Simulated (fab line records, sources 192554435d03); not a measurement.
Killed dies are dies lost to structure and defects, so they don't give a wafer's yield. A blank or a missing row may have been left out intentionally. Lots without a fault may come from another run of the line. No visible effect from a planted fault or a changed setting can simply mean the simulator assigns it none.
Which of the tools did it?	flow n5Finfet	24 lots with 72 wafers sampled at 6 steps, on a route of 1938 steps

== WHAT EACH GAUGE READ, for each wafer ==
N5_BEOL_M15_THK_MEAS_01.
lot	measured	on	M15_ILD_THK (nm)
L075	day 10 21:18	filmMetro-02	1642 1690 1671
L074	day 11 13:11	filmMetro-01	1629 1657 1681
L077	day 11 13:49	filmMetro-01	1588 1603 1617
L076	day 11 17:08	filmMetro-01	1608 1618 1648
L079	day 12 02:26	filmMetro-01	1618 1639 1638
L078	day 12 06:23	filmMetro-01	1624 1647 1626
L080	day 12 12:49	filmMetro-01	1635 1665 1656
L081	day 12 21:59	filmMetro-01	1653 1651 1678
L082	day 12 22:08	filmMetro-01	1613 1582 1610
L083	day 13 05:11	filmMetro-01	1592 1627 1633
L084	day 13 21:24	filmMetro-01	1624 1574 1616
L085	day 13 22:16	filmMetro-01	1632 1631 1640
L086	day 14 10:16	filmMetro-02	1615 1568 1616
L087	day 15 05:03	filmMetro-01	1598 1595 1654
L089	day 15 08:16	filmMetro-02	1631 1639 1687
L088	day 15 08:31	filmMetro-01	1566 1654 1641
L090	day 15 17:11	filmMetro-02	1610 1637 1644
L091	day 15 17:52	filmMetro-01	1619 1615 1656
L093	day 16 10:11	filmMetro-02	1627 1591 1647
L094	day 16 10:41	filmMetro-02	1634 1690 1647
L092	day 16 11:05	filmMetro-01	1628 1631 1631
L095	day 16 15:03	filmMetro-02	1627 1637 1632
L096	day 17 00:02	filmMetro-01	1647 1658 1648
L097	day 17 23:17	filmMetro-01	1575 1580 1598

N5_MIM_BOT_LITHO_CD_MEAS_08: the cd target is 3000 nm.
lot	measured	on	cdNm (nm)
L075	day 11 07:30	cdSem-01	3000.4 2996.9 2996.8
L074	day 12 01:26	cdSem-03	2999.3 3002.3 2999.6
L077	day 12 02:08	cdSem-03	2999.3 3000.5 3001.3
L076	day 12 02:19	cdSem-01	2998.2 2997.9 2999.1
L079	day 12 11:52	cdSem-01	2999.3 3000.5 2996.9
L078	day 12 17:07	cdSem-01	2999.9 3002.3 2996.5
L080	day 12 23:52	cdSem-01	2996.0 2997.1 2996.8
L081	day 13 07:53	cdSem-01	2999.8 3000.0 2999.4
L082	day 13 11:17	cdSem-02	2999.9 2995.5 2997.0
L083	day 13 16:32	cdSem-03	2999.4 2998.6 3001.0
L084	day 14 05:53	cdSem-03	3002.1 3001.2 3002.5
L085	day 14 10:40	cdSem-01	2996.9 2996.6 3001.2
L086	day 14 20:16	cdSem-01	3000.1 2998.9 2997.8
L087	day 15 14:31	cdSem-02	3001.9 3000.0 3007.0
L089	day 15 20:10	cdSem-02	2998.8 3000.7 2996.6
L088	day 15 20:12	cdSem-02	3000.9 2999.4 3001.0
L090	day 16 02:53	cdSem-03	2998.9 2998.9 2999.6
L091	day 16 09:34	cdSem-01	2999.1 2998.7 2999.9
L093	day 16 21:05	cdSem-03	2999.2 3002.7 3004.7
L094	day 16 22:37	cdSem-03	3000.3 3001.3 3000.1
L092	day 16 23:01	cdSem-03	3000.4 2999.2 3001.3
L095	day 17 02:23	cdSem-01	2999.7 3001.4 3002.4
L096	day 17 10:38	cdSem-01	3000.4 2999.5 3000.1
L097	day 18 08:26	cdSem-02	2997.6 2999.6 2998.6

N5_MIM_BOT_LITHO_OVL_MEAS_11.
lot	measured	on	MIM_BOT_OVL (nm)
L075	day 11 07:32	overlay-02	0 -5 -10
L074	day 12 01:28	overlay-01	10 -1 3
L077	day 12 02:10	overlay-01	-8 0 -1
L076	day 12 02:21	overlay-02	-11 -12 -13
L079	day 12 11:54	overlay-01	-10 -10 -19
L078	day 12 17:09	overlay-02	1 -6 -9
L080	day 12 23:53	overlay-02	-7 -10 -9
L081	day 13 07:54	overlay-01	0 -3 9
L082	day 13 11:18	overlay-01	-9 -5 -8
L083	day 13 16:34	overlay-01	-13 1 -4
L084	day 14 05:55	overlay-02	-4 -11 -12
L085	day 14 10:42	overlay-02	-3 -7 -9
L086	day 14 20:17	overlay-01	-6 -8 -3
L087	day 15 14:33	overlay-01	-12 -13 -15
L089	day 15 20:11	overlay-02	-8 -5 -3
L088	day 15 20:14	overlay-02	-5 -1 -8
L090	day 16 02:55	overlay-02	-2 -5 -1
L091	day 16 09:36	overlay-02	-1 -3 -9
L093	day 16 21:07	overlay-01	-9 -2 7
L094	day 16 22:38	overlay-01	-2 -6 -8
L092	day 16 23:02	overlay-01	-5 -5 -8
L095	day 17 02:25	overlay-01	-4 -2 8
L096	day 17 10:40	overlay-02	-8 -12 -11
L097	day 18 08:28	overlay-01	1 -9 3

== WHAT TOOL EACH LOT RAN ON (gives the tool, then ch and the chambers of the sampled wafers, and finally the start) ==
lot	N5_BEOL_M15_ILD_DEP_00	N5_BEOL_M15_STRIP_62	N5_MIM_TOP_ETCH_ETCH_00
L075	pecvd-04 ch 0,1, day 10 21:02	rieDiel-01 ch 1,2,3, day 11 06:59 or earlier	rieMetal-02 ch 0,1, day 11 06:59
L074	pecvd-04 ch 1,2, day 11 12:56	rieDiel-01 ch 0,1, day 12 00:38 or earlier	rieMetal-01 ch 1, day 12 00:38
L077	pecvd-02 ch 0,2, day 11 13:28	rieDiel-03 ch 1,2,3, day 12 01:17 or earlier	rieMetal-03 ch 1, day 12 01:17
L076	pecvd-03 ch 0,1, day 11 16:53	rieDiel-04 ch 1,2,3, day 12 01:38 or earlier	rieMetal-01 ch 1, day 12 01:38
L079	pecvd-03 ch 0,1, day 12 02:10	rieDiel-01 ch 2,3, day 12 11:21 or earlier	rieMetal-02 ch 0,1, day 12 11:21
L078	pecvd-02 ch 0,2, day 12 06:08	rieDiel-01 ch 1,2,3, day 12 16:34 or earlier	rieMetal-03 ch 0,1, day 12 16:34
L080	pecvd-03 ch 0,2, day 12 12:34	rieDiel-04 ch 0,2, day 12 23:11 or earlier	rieMetal-03 ch 0,1, day 12 23:11
L081	pecvd-04 ch 0,1,2, day 12 21:44	rieDiel-03 ch 0,1, day 13 07:21 or earlier	rieMetal-03 ch 0,1, day 13 07:21
L082	pecvd-02 ch 0,1,2, day 12 21:52	rieDiel-01 ch 0,1,2, day 13 10:40 or earlier	rieMetal-01 ch 1, day 13 10:40
L083	pecvd-02 ch 0,1,2, day 13 04:56	rieDiel-03 ch 0,1,2, day 13 15:52 or earlier	rieMetal-01 ch 0,1, day 13 15:52
L084	pecvd-03 ch 0,2, day 13 21:09	rieDiel-03 ch 2,3, day 14 05:12 or earlier	rieMetal-02 ch 0,1, day 14 05:12
L085	pecvd-04 ch 0,1, day 13 22:01	rieDiel-04 ch 0,2,3, day 14 09:52 or earlier	rieMetal-03 ch 1, day 14 09:52
L086	pecvd-03 ch 0,1,2, day 14 10:01	rieDiel-04 ch 1,2, day 14 19:37 or earlier	rieMetal-01 ch 0,1, day 14 19:37
L087	pecvd-03 ch 0,1, day 15 04:35	rieDiel-04 ch 0,1, day 15 13:49 or earlier	rieMetal-01 ch 0,1, day 15 13:49
L089	pecvd-04 ch 0,2, day 15 08:01	rieDiel-03 ch 0,1,2, day 15 19:23 or earlier	rieMetal-01 ch 0,1, day 15 19:23
L088	pecvd-03 ch 0,1,2, day 15 08:16	rieDiel-01 ch 0,1,2, day 15 19:26 or earlier	rieMetal-02 ch 0,1, day 15 19:26
L090	pecvd-02 ch 1,2, day 15 16:56	rieDiel-04 ch 1,2, day 16 02:19 or earlier	rieMetal-01 ch 0,1, day 16 02:19
L091	pecvd-03 ch 0,2, day 15 17:36	rieDiel-01 ch 1,2,3, day 16 09:01 or earlier	rieMetal-03 ch 0,1, day 16 09:01
L093	pecvd-03 ch 0,1, day 16 09:56	rieDiel-03 ch 0,1,3, day 16 20:31 or earlier	rieMetal-02 ch 0,1, day 16 20:31
L094	pecvd-04 ch 0,1,2, day 16 10:26	rieDiel-01 ch 0,1,2, day 16 21:48 or earlier	rieMetal-01 ch 0,1, day 16 21:48
L092	pecvd-02 ch 0,1,2, day 16 10:57	rieDiel-01 ch 0,2,3, day 16 22:29 or earlier	rieMetal-01 ch 0,1, day 16 22:29
L095	pecvd-03 ch 0,1,2, day 16 14:48	rieDiel-04 ch 0,1,3, day 17 01:48 or earlier	rieMetal-01 ch 0,1, day 17 01:48
L096	pecvd-04 ch 0,2, day 16 23:47	rieDiel-04 ch 0,2,3, day 17 10:02 or earlier	rieMetal-02 ch 0,1, day 17 10:02
L097	pecvd-03 ch 0,2, day 17 23:02	rieDiel-04 ch 0,3, day 18 07:52 or earlier	rieMetal-02 ch 0,1, day 18 07:52
- N5_BEOL_M15_ILD_DEP_00: deposits SiO2 from TEOS/O2, target thk 1629.3 nm, time 346.1 s.
- N5_BEOL_M15_STRIP_62: strips in O2.
- N5_MIM_TOP_ETCH_ETCH_00: etches TiN in Cl2/BCl3, target depth 38.5 nm.

== WHAT THE TOOLS THEMSELVES READ (means of the sampled wafers that have a number; where no wafer has one, the mark that the record gives instead) ==
N5_BEOL_M15_ILD_DEP_00.
lot	tool	heaterPowerW (W)	showerheadPlenumPTorr (Torr)	throttleValvePct (%)
L075	pecvd-04	465	8.29	18.3
L074	pecvd-04	461	8.35	19.1
L077	pecvd-02	515	8.35	17.8
L076	pecvd-03	511	8.43	18.2
L079	pecvd-03	504	8.41	18.4
L078	pecvd-02	457	8.34	17.8
L080	pecvd-03	481	8.43	18.1
L081	pecvd-04	466	8.31	18.8
L082	pecvd-02	460	8.33	18.1
L083	pecvd-02	496	8.33	18.0
L084	pecvd-03	530	8.43	17.9
L085	pecvd-04	504	8.27	18.4
L086	pecvd-03	528	8.41	18.7
L087	pecvd-03	502	8.41	18.4
L089	pecvd-04	504	8.30	18.5
L088	pecvd-03	492	8.40	18.5
L090	pecvd-02	505	8.33	18.2
L091	pecvd-03	529	8.42	18.3
L093	pecvd-03	558	8.39	18.9
L094	pecvd-04	456	8.32	18.8
L092	pecvd-02	431	8.32	18.3
L095	pecvd-03	581	8.39	18.6
L096	pecvd-04	479	8.32	18.5
L097	pecvd-03	495	8.42	18.2

N5_BEOL_M15_STRIP_62.
lot	tool	drypumpMotorCurrentA (A)	oesProductAu (a.u.)	rfVppV (V)	showerheadPlenumPTorr (Torr)	throttleValvePct (%)
L075	rieDiel-01	5.5	0.77	3.6	2.07	16.52
L074	rieDiel-01	5.2	0.87	4.0	2.05	16.34
L077	rieDiel-03	5.7	0.82	3.8	2.11	16.62
L076	rieDiel-04	5.7	0.74	3.6	2.01	16.47
L079	rieDiel-01	5.3	0.75	3.8	2.07	16.62
L078	rieDiel-01	5.5	0.76	3.4	2.07	16.53
L080	rieDiel-04	5.9	0.93	3.5	2.07	16.41
L081	rieDiel-03	6.1	0.94	3.8	2.07	16.27
L082	rieDiel-01	5.3	0.81	3.6	2.03	16.48
L083	rieDiel-03	5.8	0.91	4.0	2.09	16.36
L084	rieDiel-03	5.3	0.89	3.9	2.09	16.34
L085	rieDiel-04	5.7	0.81	3.9	2.05	16.47
L086	rieDiel-04	5.9	0.76	3.9	1.98	16.47
L087	rieDiel-04	5.8	0.83	3.5	2.00	16.55
L089	rieDiel-03	5.8	0.87	3.8	2.09	16.38
L088	rieDiel-01	5.3	0.79	3.6	2.03	16.50
L090	rieDiel-04	5.9	0.75	3.6	1.98	16.49
L091	rieDiel-01	5.5	0.75	3.2	2.06	16.58
L093	rieDiel-03	6.0	0.88	4.0	2.07	16.44
L094	rieDiel-01	5.3	0.79	4.0	2.02	16.53
L092	rieDiel-01	5.3	0.76	3.6	2.07	16.56
L095	rieDiel-04	5.5	0.85	3.8	2.06	16.45
L096	rieDiel-04	5.7	0.88	4.1	2.13	16.36
L097	rieDiel-04	5.6	0.89	3.7	2.10	16.46

N5_MIM_TOP_ETCH_ETCH_00.
lot	tool	biasW (W)	drypumpMotorCurrentA (A)	oes_ar_750_au (a.u.)	oesProductAu (a.u.)	throttleValvePct (%)
L075	rieMetal-02	125.7	5.4	0.99	0.96	22.35
L074	rieMetal-01	125.8	6.5	0.78	0.76	22.95
L077	rieMetal-03	126.0	6.8	0.76	0.76	22.67
L076	rieMetal-01	126.0	6.5	0.77	0.76	22.93
L079	rieMetal-02	125.7	5.3	0.93	0.91	22.34
L078	rieMetal-03	126.1	5.6	0.86	0.88	22.42
L080	rieMetal-03	125.9	6.2	0.80	0.81	22.55
L081	rieMetal-03	125.9	6.2	0.80	0.82	22.54
L082	rieMetal-01	125.9	6.5	0.77	0.75	22.95
L083	rieMetal-01	126.0	6.0	0.82	0.81	22.98
L084	rieMetal-02	125.9	5.4	0.94	0.91	22.36
L085	rieMetal-03	125.9	6.8	0.75	0.76	22.69
L086	rieMetal-01	126.1	5.6	0.85	0.86	23.00
L087	rieMetal-01	125.5	5.6	0.84	0.85	23.00
L089	rieMetal-01	125.5	6.1	0.79	0.79	22.99
L088	rieMetal-02	125.9	5.3	0.93	0.90	22.37
L090	rieMetal-01	125.5	6.1	0.79	0.79	22.99
L091	rieMetal-03	125.7	5.6	0.82	0.83	22.43
L093	rieMetal-02	126.4	5.4	0.92	0.90	22.38
L094	rieMetal-01	126.0	5.6	0.81	0.84	23.01
L092	rieMetal-01	126.0	5.6	0.82	0.83	23.02
L095	rieMetal-01	125.8	6.0	0.78	0.78	23.00
L096	rieMetal-02	125.5	5.3	0.88	0.88	22.38
L097	rieMetal-02	126.2	5.4	0.91	0.88	22.39

== THE ANSWER, worked out from the rows above alone ==
Rule: the lots themselves supply what counts as usual. Put in order of their means at a reading, lots are off if they are a third of the lots or fewer, leave a main group of 4 or more, and stand apart from it by a gap of 3 or more times the standard deviation of the main group's means; of several such gaps the widest counts. The tables above print the reading to a certain number of digits; a main group whose means all agree to those digits is not used. A lot without any number at a reading at which 4 lots or more have one is off too. Any other lot the step has rows for is counted as sound. Order of review: gauges by route order, followed by the tools' own readings, for which a lot's mean as printed above is used. At the first step where some lot is off, the reading lying furthest off is the one used; lots without a number count as furthest.
Nothing can be told from this: no lot is off at any reading shown.

== WHAT THE SIMULATOR PUT IN ==
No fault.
